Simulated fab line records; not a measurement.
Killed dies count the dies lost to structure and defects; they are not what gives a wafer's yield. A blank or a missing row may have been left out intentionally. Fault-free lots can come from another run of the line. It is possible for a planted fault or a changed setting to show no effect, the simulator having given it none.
Which of the tools did it? || flow n5-finfet || Sampling: 11 lots, 31 wafers, 5 of 1938 route steps

== WHAT EACH GAUGE READ, for each wafer ==
N5_MOL_CONTACT_COAG_THK_MEAS_29. Usual: MD_CAP_THK 17.89 nm, standard deviation 0.094.
{"lot": "L164", "measured": "day 5 03:51", "on": "film-metro-02", "MD_CAP_THK (nm)": "17.92 17.79 17.69", "flag": ""}
{"lot": "L167", "measured": "day 5 20:02", "on": "film-metro-01", "MD_CAP_THK (nm)": "17.63 17.69 17.83", "flag": ""}
{"lot": "L169", "measured": "day 6 10:07", "on": "film-metro-02", "MD_CAP_THK (nm)": "18.03 18.01 17.89", "flag": ""}
{"lot": "L171", "measured": "day 6 21:43", "on": "film-metro-01", "MD_CAP_THK (nm)": "17.70 17.82 17.94", "flag": ""}
{"lot": "L172", "measured": "day 6 23:21", "on": "film-metro-02", "MD_CAP_THK (nm)": "17.97 17.88 17.89", "flag": ""}
{"lot": "L173", "measured": "day 7 07:50", "on": "film-metro-02", "MD_CAP_THK (nm)": "17.85 17.93 17.77", "flag": ""}
{"lot": "L175", "measured": "day 7 19:40", "on": "film-metro-02", "MD_CAP_THK (nm)": "17.87 17.92", "flag": ""}
{"lot": "L176", "measured": "day 8 04:25", "on": "film-metro-02", "MD_CAP_THK (nm)": "17.92 18.07", "flag": ""}
{"lot": "L185", "measured": "day 10 03:17", "on": "film-metro-02", "MD_CAP_THK (nm)": "17.91 18.04 17.89", "flag": ""}
{"lot": "L186", "measured": "day 10 16:10", "on": "film-metro-01", "MD_CAP_THK (nm)": "17.85 17.99 17.84", "flag": ""}
{"lot": "L187", "measured": "day 10 21:25", "on": "film-metro-01", "MD_CAP_THK (nm)": "18.06 18.04 18.04", "flag": ""}

N5_MOL_CONTACT_COAG_CD_MEAS_84 targets a cd of 25.1 nm. Usual: cd-nm reads 25.11 nm (standard deviation 0.26).
{"lot": "L164", "measured": "day 5 04:44", "on": "cd-sem-01", "cd-nm (nm)": "25.22 24.75 25.39", "flag": ""}
{"lot": "L167", "measured": "day 5 20:55", "on": "cd-sem-01", "cd-nm (nm)": "24.33 24.91 24.62", "flag": ""}
{"lot": "L169", "measured": "day 6 11:00", "on": "cd-sem-03", "cd-nm (nm)": "24.63 24.57 24.40", "flag": ""}
{"lot": "L171", "measured": "day 6 22:43", "on": "cd-sem-03", "cd-nm (nm)": "25.03 25.45 25.03", "flag": ""}
{"lot": "L172", "measured": "day 7 00:36", "on": "cd-sem-02", "cd-nm (nm)": "24.88 25.64 25.35", "flag": ""}
{"lot": "L173", "measured": "day 7 08:43", "on": "cd-sem-02", "cd-nm (nm)": "25.03 24.70 25.29", "flag": ""}
{"lot": "L175", "measured": "day 7 20:40", "on": "cd-sem-01", "cd-nm (nm)": "24.96 24.95", "flag": ""}
{"lot": "L176", "measured": "day 8 06:13", "on": "cd-sem-01", "cd-nm (nm)": "25.21 25.06", "flag": ""}
{"lot": "L185", "measured": "day 10 04:10", "on": "cd-sem-03", "cd-nm (nm)": "25.03 25.07 24.80", "flag": ""}
{"lot": "L186", "measured": "day 10 17:47", "on": "cd-sem-01", "cd-nm (nm)": "25.59 24.99 24.97", "flag": ""}
{"lot": "L187", "measured": "day 10 22:51", "on": "cd-sem-01", "cd-nm (nm)": "25.24 25.38 25.38", "flag": ""}

N5_BEOL_M4_RC_MEAS_101. Usual: DIBL_N 36.3 mV/V, standard deviation 1.8; DIBL_P 36.5 mV/V, standard deviation 2.1; IOFF_N 0.16 nA/um, standard deviation 0.031; IOFF_P 0.22 nA/um, standard deviation 0.038; ION_N 677 uA/um, standard deviation 12; ION_P 466 uA/um, standard deviation 7.8; SS_N 71.5 mV/dec, standard deviation 0.61; SS_P 73.2 mV/dec, standard deviation 0.7; VT_N 249 mV, standard deviation 3; VT_P -248.9 mV, standard deviation 3.
{"lot": "L164", "measured": "day 8 19:02", "on": "prober-02", "DIBL_N (mV/V)": "34.6 36.4 34.8", "DIBL_P (mV/V)": "35.1 37.0 34.2", "IOFF_N (nA/um)": "0.14 0.17 0.13", "IOFF_P (nA/um)": "0.22 0.24 0.21", "ION_N (uA/um)": "676 682 662", "ION_P (uA/um)": "472 474 464", "SS_N (mV/dec)": "71.2 70.5 71.4", "SS_P (mV/dec)": "73.5 73.3 72.3", "VT_N (mV)": "251 246 252", "VT_P (mV)": "-245.7 -246.0 -249.5", "flag": ""}
{"lot": "L167", "measured": "day 9 09:10", "on": "prober-02", "DIBL_N (mV/V)": "35.9 36.7 36.4", "DIBL_P (mV/V)": "36.8 37.7 37.2", "IOFF_N (nA/um)": "0.15 0.17 0.16", "IOFF_P (nA/um)": "0.20 0.22 0.20", "ION_N (uA/um)": "667 664 687", "ION_P (uA/um)": "456 459 463", "SS_N (mV/dec)": "72.2 72.4 71.9", "SS_P (mV/dec)": "73.3 73.4 73.5", "VT_N (mV)": "250 252 248", "VT_P (mV)": "-249.2 -251.5 -251.7", "flag": ""}
{"lot": "L169", "measured": "day 10 15:43", "on": "prober-01", "DIBL_N (mV/V)": "38.0 38.9 37.6", "DIBL_P (mV/V)": "38.8 39.3 37.4", "IOFF_N (nA/um)": "0.20 0.21 0.17", "IOFF_P (nA/um)": "0.24 0.25 0.22", "ION_N (uA/um)": "697 705 679", "ION_P (uA/um)": "470 468 458", "SS_N (mV/dec)": "72.1 71.5 71.4", "SS_P (mV/dec)": "74.1 74.0 74.1", "VT_N (mV)": "246 246 249", "VT_P (mV)": "-249.7 -250.0 -252.2", "flag": ""}
{"lot": "L171", "measured": "day 10 01:01", "on": "prober-02", "DIBL_N (mV/V)": "35.5 34.6 39.3", "DIBL_P (mV/V)": "37.0 35.8 42.0", "IOFF_N (nA/um)": "0.17 0.15 0.28", "IOFF_P (nA/um)": "0.27 0.24 0.38", "ION_N (uA/um)": "689 687 708", "ION_P (uA/um)": "478 480 488", "SS_N (mV/dec)": "71.1 71.0 72.2", "SS_P (mV/dec)": "73.5 72.2 73.6", "VT_N (mV)": "246 249 238", "VT_P (mV)": "-243.1 -246.4 -240.6", "flag": ""}
{"lot": "L172", "measured": "day 10 10:07", "on": "prober-02", "DIBL_N (mV/V)": "36.3 38.2", "DIBL_P (mV/V)": "36.3 39.1", "IOFF_N (nA/um)": "0.14 0.18", "IOFF_P (nA/um)": "0.18 0.22", "ION_N (uA/um)": "665 693", "ION_P (uA/um)": "455 465", "SS_N (mV/dec)": "71.3 70.9", "SS_P (mV/dec)": "73.1 74.1", "VT_N (mV)": "252 249", "VT_P (mV)": "-255.5 -252.0", "flag": ""}
{"lot": "L173", "measured": "day 10 18:19", "on": "prober-02", "DIBL_N (mV/V)": "34.3 34.2 34.7", "DIBL_P (mV/V)": "34.6 35.0 35.8", "IOFF_N (nA/um)": "0.14 0.15 0.14", "IOFF_P (nA/um)": "0.21 0.21 0.21", "ION_N (uA/um)": "661 677 662", "ION_P (uA/um)": "460 472 460", "SS_N (mV/dec)": "71.6 71.1 72.2", "SS_P (mV/dec)": "73.9 73.3 73.0", "VT_N (mV)": "251 250 252", "VT_P (mV)": "-247.7 -246.4 -247.3", "flag": ""}
{"lot": "L175", "measured": "day 11 08:43", "on": "prober-02", "DIBL_N (mV/V)": 35.6, "DIBL_P (mV/V)": 34.6, "IOFF_N (nA/um)": 0.15, "IOFF_P (nA/um)": 0.21, "ION_N (uA/um)": 664, "ION_P (uA/um)": 460, "SS_N (mV/dec)": 70.8, "SS_P (mV/dec)": 72.6, "VT_N (mV)": 251, "VT_P (mV)": -247.7, "flag": ""}
{"lot": "L185", "measured": "day 13 19:41", "on": "prober-02", "DIBL_N (mV/V)": "32.2 32.5 33.8", "DIBL_P (mV/V)": "32.2 32.5 33.8", "IOFF_N (nA/um)": "0.10 0.11 0.12", "IOFF_P (nA/um)": "0.15 0.15 0.17", "ION_N (uA/um)": "641 671 650", "ION_P (uA/um)": "449 462 453", "SS_N (mV/dec)": "70.8 70.4 70.7", "SS_P (mV/dec)": "72.1 72.4 72.5", "VT_N (mV)": "256 255 253", "VT_P (mV)": "-254.0 -252.8 -252.0", "flag": ""}
{"lot": "L186", "measured": "day 14 04:28", "on": "prober-01", "DIBL_N (mV/V)": "36.1 36.2 36.2", "DIBL_P (mV/V)": "36.8 36.5 37.3", "IOFF_N (nA/um)": "0.17 0.16 0.16", "IOFF_P (nA/um)": "0.23 0.23 0.25", "ION_N (uA/um)": "682 682 683", "ION_P (uA/um)": "469 475 467", "SS_N (mV/dec)": "71.8 71.7 71.4", "SS_P (mV/dec)": "73.2 72.9 73.1", "VT_N (mV)": "248 248 249", "VT_P (mV)": "-249.1 -246.7 -244.5", "flag": ""}
{"lot": "L187", "measured": "day 14 01:23", "on": "prober-01", "DIBL_N (mV/V)": "34.1 34.1 38.3", "DIBL_P (mV/V)": "35.5 34.8 40.8", "IOFF_N (nA/um)": "0.14 0.14 0.23", "IOFF_P (nA/um)": "0.20 0.19 0.31", "ION_N (uA/um)": "680 661 698", "ION_P (uA/um)": "469 457 477", "SS_N (mV/dec)": "71.8 71.4 71.7", "SS_P (mV/dec)": "72.6 72.4 73.5", "VT_N (mV)": "250 249 245", "VT_P (mV)": "-250.0 -249.1 -246.5", "flag": ""}

== WHICH TOOL RAN EACH LOT (tool, then ch and the chambers of the sampled wafers, then the start) ==
{"lot": "L164", "N5_MOL_CONTACT_COAG_SIL_ANNEAL_21": "rtp-anneal-02 ch 0, day 4 21:16", "N5_MOL_CONTACT_COAG_ALD_123": "ald-sin-02 ch 2,3, day 5 03:53"}
{"lot": "L167", "N5_MOL_CONTACT_COAG_SIL_ANNEAL_21": "rtp-anneal-02 ch 0, day 5 11:58", "N5_MOL_CONTACT_COAG_ALD_123": "ald-sin-04 ch 1,2, day 5 20:05"}
{"lot": "L169", "N5_MOL_CONTACT_COAG_SIL_ANNEAL_21": "rtp-anneal-01 ch 0, day 6 02:06", "N5_MOL_CONTACT_COAG_ALD_123": "ald-sin-04 ch 0,2, day 6 10:10"}
{"lot": "L171", "N5_MOL_CONTACT_COAG_SIL_ANNEAL_21": "rtp-anneal-02 ch 0, day 6 12:25", "N5_MOL_CONTACT_COAG_ALD_123": "ald-sin-02 ch 0,1,3, day 6 21:44"}
{"lot": "L172", "N5_MOL_CONTACT_COAG_SIL_ANNEAL_21": "rtp-anneal-02 ch 0, day 6 17:17", "N5_MOL_CONTACT_COAG_ALD_123": "ald-sin-02 ch 0,1,3, day 6 23:38"}
{"lot": "L173", "N5_MOL_CONTACT_COAG_SIL_ANNEAL_21": "rtp-anneal-01 ch 0, day 7 00:23", "N5_MOL_CONTACT_COAG_ALD_123": "ald-sin-03 ch 1,2,3, day 7 07:52"}
{"lot": "L175", "N5_MOL_CONTACT_COAG_SIL_ANNEAL_21": "rtp-anneal-01 ch 0, day 7 13:21", "N5_MOL_CONTACT_COAG_ALD_123": "ald-sin-02 ch 2,3, day 7 19:43"}
{"lot": "L176", "N5_MOL_CONTACT_COAG_SIL_ANNEAL_21": "rtp-anneal-01 ch 0, day 7 19:49", "N5_MOL_CONTACT_COAG_ALD_123": "ald-sin-02 ch 1,2, day 8 05:22"}
{"lot": "L185", "N5_MOL_CONTACT_COAG_SIL_ANNEAL_21": "rtp-anneal-02 ch 0, day 9 20:18", "N5_MOL_CONTACT_COAG_ALD_123": "ald-sin-04 ch 0,3, day 10 03:20"}
{"lot": "L186", "N5_MOL_CONTACT_COAG_SIL_ANNEAL_21": "rtp-anneal-02 ch 0, day 10 08:57", "N5_MOL_CONTACT_COAG_ALD_123": "ald-sin-04 ch 0,2,3, day 10 16:49"}
{"lot": "L187", "N5_MOL_CONTACT_COAG_SIL_ANNEAL_21": "rtp-anneal-01 ch 0, day 10 13:10", "N5_MOL_CONTACT_COAG_ALD_123": "ald-sin-02 ch 2,3, day 10 21:52"}
- N5_MOL_CONTACT_COAG_SIL_ANNEAL_21: time 60 s.
- N5_MOL_CONTACT_COAG_ALD_123: deposits SiNx, target thk 5 nm, pulse time 1 s, purge time 2 s.

== WHAT THE TOOLS THEMSELVES READ (means of the sampled wafers that have a number; where no wafer has one, the mark that the record gives instead) ==
N5_MOL_CONTACT_COAG_SIL_ANNEAL_21. Usual: lamp-power-pct 6.426 %, standard deviation 0.019; wafer_temp_C_max 552.7, standard deviation 0.83.
{"lot": "L164", "tool": "rtp-anneal-02", "lamp-power-pct (%)": 6.413, "wafer_temp_C_max": 552.4, "flag": ""}
{"lot": "L167", "tool": "rtp-anneal-02", "lamp-power-pct (%)": 6.416, "wafer_temp_C_max": 551.8, "flag": ""}
{"lot": "L169", "tool": "rtp-anneal-01", "lamp-power-pct (%)": 6.433, "wafer_temp_C_max": 552.9, "flag": ""}
{"lot": "L171", "tool": "rtp-anneal-02", "lamp-power-pct (%)": 6.410, "wafer_temp_C_max": 552.4, "flag": ""}
{"lot": "L172", "tool": "rtp-anneal-02", "lamp-power-pct (%)": 6.410, "wafer_temp_C_max": 551.6, "flag": ""}
{"lot": "L173", "tool": "rtp-anneal-01", "lamp-power-pct (%)": 6.434, "wafer_temp_C_max": 554.2, "flag": ""}
{"lot": "L175", "tool": "rtp-anneal-01", "lamp-power-pct (%)": 6.444, "wafer_temp_C_max": 553.0, "flag": ""}
{"lot": "L176", "tool": "rtp-anneal-01", "lamp-power-pct (%)": 6.437, "wafer_temp_C_max": 552.5, "flag": ""}
{"lot": "L185", "tool": "rtp-anneal-02", "lamp-power-pct (%)": 6.409, "wafer_temp_C_max": 552.5, "flag": ""}
{"lot": "L186", "tool": "rtp-anneal-02", "lamp-power-pct (%)": 6.407, "wafer_temp_C_max": 552.1, "flag": ""}
{"lot": "L187", "tool": "rtp-anneal-01", "lamp-power-pct (%)": 6.443, "wafer_temp_C_max": 552.6, "flag": ""}

N5_MOL_CONTACT_COAG_ALD_123. Usual: heater-power-w 836 W, standard deviation 75; precursor-pulse-height-rel 1.000, standard deviation 0.02.
{"lot": "L164", "tool": "ald-sin-02", "heater-power-w (W)": 800, "precursor-pulse-height-rel": 1.002, "flag": ""}
{"lot": "L167", "tool": "ald-sin-04", "heater-power-w (W)": 925, "precursor-pulse-height-rel": 1.011, "flag": ""}
{"lot": "L169", "tool": "ald-sin-04", "heater-power-w (W)": 829, "precursor-pulse-height-rel": 1.001, "flag": ""}
{"lot": "L171", "tool": "ald-sin-02", "heater-power-w (W)": 790, "precursor-pulse-height-rel": 0.985, "flag": ""}
{"lot": "L172", "tool": "ald-sin-02", "heater-power-w (W)": 795, "precursor-pulse-height-rel": 1.012, "flag": ""}
{"lot": "L173", "tool": "ald-sin-03", "heater-power-w (W)": 856, "precursor-pulse-height-rel": 1.006, "flag": ""}
{"lot": "L175", "tool": "ald-sin-02", "heater-power-w (W)": 786, "precursor-pulse-height-rel": 0.980, "flag": ""}
{"lot": "L176", "tool": "ald-sin-02", "heater-power-w (W)": 780, "precursor-pulse-height-rel": 0.997, "flag": ""}
{"lot": "L185", "tool": "ald-sin-04", "heater-power-w (W)": 858, "precursor-pulse-height-rel": 1.011, "flag": ""}
{"lot": "L186", "tool": "ald-sin-04", "heater-power-w (W)": 918, "precursor-pulse-height-rel": 0.983, "flag": ""}
{"lot": "L187", "tool": "ald-sin-02", "heater-power-w (W)": 813, "precursor-pulse-height-rel": 1.012, "flag": ""}

== THE ANSWER, worked out from the rows above alone ==
Rule: lot off if the mean of its wafers having a number is beyond 3 standard deviations from the usual mean. Also off: a lot with no number at a reading for which 4 or more lots have one. Where the step has rows for the other lots, those lots are counted as sound. The gauges are gone through in route order, then the tools' own readings, and for those a lot's mean is taken as printed above. At the first step where some lot is off, the reading lying furthest off is the one used; lots without a number count as furthest.
Nothing can be told from this: no lot is off at any reading shown.

== WHAT THE SIMULATOR HAD PUT IN ==
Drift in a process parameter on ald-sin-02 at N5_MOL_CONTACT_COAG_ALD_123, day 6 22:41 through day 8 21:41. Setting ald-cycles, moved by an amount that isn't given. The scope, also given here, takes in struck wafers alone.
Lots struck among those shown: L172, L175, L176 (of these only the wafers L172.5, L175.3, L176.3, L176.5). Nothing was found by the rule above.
